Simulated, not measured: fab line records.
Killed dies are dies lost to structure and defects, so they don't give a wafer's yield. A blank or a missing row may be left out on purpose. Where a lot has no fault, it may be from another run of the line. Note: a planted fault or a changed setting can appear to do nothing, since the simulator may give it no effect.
Split-lot trial    flow n5_finfet    on a route of 1938 steps: 7 lots, 21 wafers read

== SPLIT DETAILS ==
At N5_BEOL_M8_PECVD_70 (deposits SiO2 from TEOS/O2, target thk 20 nm, time 22.7 s), the setting temp_c was moved away from the recipe's 400 C on 3 of the 21 wafers read, by -4.4% to +4.0%. The other wafers ran this setting at the recipe's value.

== FROM THE SPLIT TO THE READING: what the file shows between them, 3 steps ==
- N5_BEOL_M8_HM_DEP_02: deposits TiN, target thk 20 nm
- N5_BEOL_M8_COAT_59: time 60 s, resist thk 100 nm
- N5_BEOL_M8_STRIP_80: strips in N2/H2, time 10 s

== THE READING ==
SiO2_of_BEOL_M8_PECVD_70.thk_nm (the simulator's own value, which no gauge read), in nm, at N5_BEOL_M8_HM_STRIP_39 (strips TiN in peroxide tin strip, target depth 25 nm, time 158 s). There is no usual value for it anywhere in the file. Across the 18 wafers here that went through the recipe, the average is 19.8 nm and the standard deviation 0.29 nm.

wafer   tool, chamber at the split  temp_c as run, C  against the recipe  SiO2_of_BEOL_M8_PECVD_70.thk_nm, nm  against lot-mates on the recipe
L078.1  pecvd-01, 2                 400               recipe              19.4                                 -
L078.3  pecvd-01, 0                 400               recipe              19                                   -
L078.4  pecvd-01, 2                 400               recipe              19.8                                 -
L081.3  pecvd-01, 2                 400               recipe              20                                   -
L081.4  pecvd-01, 0                 400               recipe              19.6                                 -
L081.6  pecvd-01, 0                 400               recipe              19.4                                 -
L083.2  pecvd-02, 1                 400               recipe              19.8                                 -
L083.3  pecvd-02, 2                 400               recipe              19.8                                 -
L083.4  pecvd-02, 0                 400               recipe              20.2                                 -
L084.1  pecvd-03, 0                 400               recipe              19.8                                 -
L084.5  pecvd-03, 0                 400               recipe              19.8                                 -
L084.4  pecvd-03, 1                 382.4             -4.4%               22.2                                 +2.4
L085.2  pecvd-02, 2                 415.9             +4.0%               17.6                                 -2.4
L085.4  pecvd-02, 2,1               400               recipe              20                                   -
L085.5  pecvd-02, 2,1               400               recipe              20                                   -
L095.1  pecvd-02, 0,1               400               recipe              20                                   -
L095.6  pecvd-02, 0,1               400               recipe              20                                   -
L095.4  pecvd-02, 2                 394.7             -1.3%               20.4                                 +0.4
L097.1  pecvd-01, 0                 400               recipe              19.4                                 -
L097.2  pecvd-01, 2,1               400               recipe              19.8                                 -
L097.4  pecvd-01, 2,1               400               recipe              19.8                                 -
Where a row lists several chambers, the file gives one row for several wafers and doesn't say which wafer went through which chamber.

THE FIT
A straight line over all 21 wafers: SiO2_of_BEOL_M8_PECVD_70.thk_nm changes by -0.547 nm for each +1% of temp_c; r = -0.94; the points scatter about the line by 0.28 nm.
The same after taking each lot's own level away (the mean of its wafers on the recipe; 21 wafers): -0.56 nm for each +1%; r = -0.96; scatter 0.21 nm.
That fit puts the effect of the largest move of temp_c on the reading at 2.5 nm.
Across the lots, their own levels run from 19.40 to 20.00 nm, a range of 2.1 times the standard deviation given above.
Consequently the slope shifts little with the lot-to-lot level, the two slopes agreeing.
Check: with one of the wafers moved furthest among these (-4.4%) left out of the fit, the line predicts +2.48 nm for it against its lot-mates. It came out at +2.4 nm against them.

== THESE WAFERS: OTHER SPLITS ==
These wafers also went through other splits before the reading. Each is held against what the fit with the lots' levels taken away leaves over:
other split on the same wafers  wafers away from the commonest value  r with SiO2_of_BEOL_M8_PECVD_70.thk_nm (lot level and that fit taken away)
N5_BEOL_M8_ILD_DEP_00 time_s    7                                     +0.25

== THE WHOLE CHAIN: every reading that the file lists as answering this split, in the file's order ==
step                    what it does                                                      reading                                                                           change (the file's fit)                r (the file's)
N5_BEOL_M8_PECVD_70     deposits SiO2 from TEOS/O2, target thk 20 nm, time 22.7 s         SiO2_of_BEOL_M8_PECVD_70.thk_nm (the simulator's own value, which no gauge read)  -0.535 nm for each +1% of the setting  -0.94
N5_BEOL_M8_HM_STRIP_39  strips TiN in peroxide tin strip, target depth 25 nm, time 158 s  SiO2_of_BEOL_M8_PECVD_70.thk_nm (the simulator's own value, which no gauge read)  -0.559 nm for each +1% of the setting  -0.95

== FILE'S OWN FIT ==
SiO2_of_BEOL_M8_PECVD_70.thk_nm changes by -0.559 nm for each +1% of temp_c, r = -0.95.
